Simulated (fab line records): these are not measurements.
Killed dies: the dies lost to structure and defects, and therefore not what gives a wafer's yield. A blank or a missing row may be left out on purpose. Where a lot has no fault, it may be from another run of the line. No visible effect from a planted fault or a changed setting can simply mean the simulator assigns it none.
Matching of chambers || flow n5_finfet || N5_ILD0_CMP_03 on cmp-02: 4 sister chambers
The step polishes, stops on SiNx, t overpolish 1.9 s, target thk 197.38 nm. 4 wafers are shown with their chamber, then 8 later ones without.

## WAFERS WITH THEIR CHAMBER
{"wafer": "L574.3", "chamber": 0, "motor_current_A (A)": 13.7}
{"wafer": "L575.1", "chamber": 3, "motor_current_A (A)": 13.6}
{"wafer": "L575.5", "chamber": 1, "motor_current_A (A)": 10.5}
{"wafer": "L576.2", "chamber": 2, "motor_current_A (A)": 12.3}

## WAFERS WHOSE CHAMBER IS MISSING
{"wafer": "L576.4", "motor_current_A (A)": 14.6}
{"wafer": "L576.6", "motor_current_A (A)": 13.6}
{"wafer": "L579.2", "motor_current_A (A)": 12.4}
{"wafer": "L579.4", "motor_current_A (A)": 14.2}
{"wafer": "L579.5", "motor_current_A (A)": 12.9}
{"wafer": "L585.1", "motor_current_A (A)": 12.7}
{"wafer": "L585.4", "motor_current_A (A)": 13.9}
{"wafer": "L585.5", "motor_current_A (A)": 10.6}

## THE CHAMBER EACH PASSED THROUGH
{"wafer": "L576.4", "from the rows above": "can't be placed: 0 or 3", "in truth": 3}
{"wafer": "L576.6", "from the rows above": "can't be placed: 3 or 0", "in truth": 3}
{"wafer": "L579.2", "from the rows above": 2, "in truth": 2}
{"wafer": "L579.4", "from the rows above": "can't be placed: 0 or 3", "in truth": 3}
{"wafer": "L579.5", "from the rows above": "can't be placed: 2 or 3 or 0", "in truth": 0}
{"wafer": "L585.1", "from the rows above": "can't be placed: 2 or 3 or 0", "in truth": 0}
{"wafer": "L585.4", "from the rows above": "can't be placed: 0 or 3", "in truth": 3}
{"wafer": "L585.5", "from the rows above": 1, "in truth": 1}
2 of 8 placed correctly. Unplaceable from these rows: 6, with the true chamber sitting among the candidates in 6. Wrongly placed: 0.
How it was worked out, from the rows above alone: a wafer's distance from a chamber is the root of the sum, over the readings, of the square of ((its reading less the chamber's mean) divided by the reading's scatter). If the next closest chamber is less than 2 further off than the closest, the wafer can't be placed; otherwise it belongs to the closest. For every chamber, the mean is computed from those of its wafers that are shown. The scatter: with one shown wafer a chamber, the root of the mean of the squares of how far each hidden wafer lies from its nearest shown one.
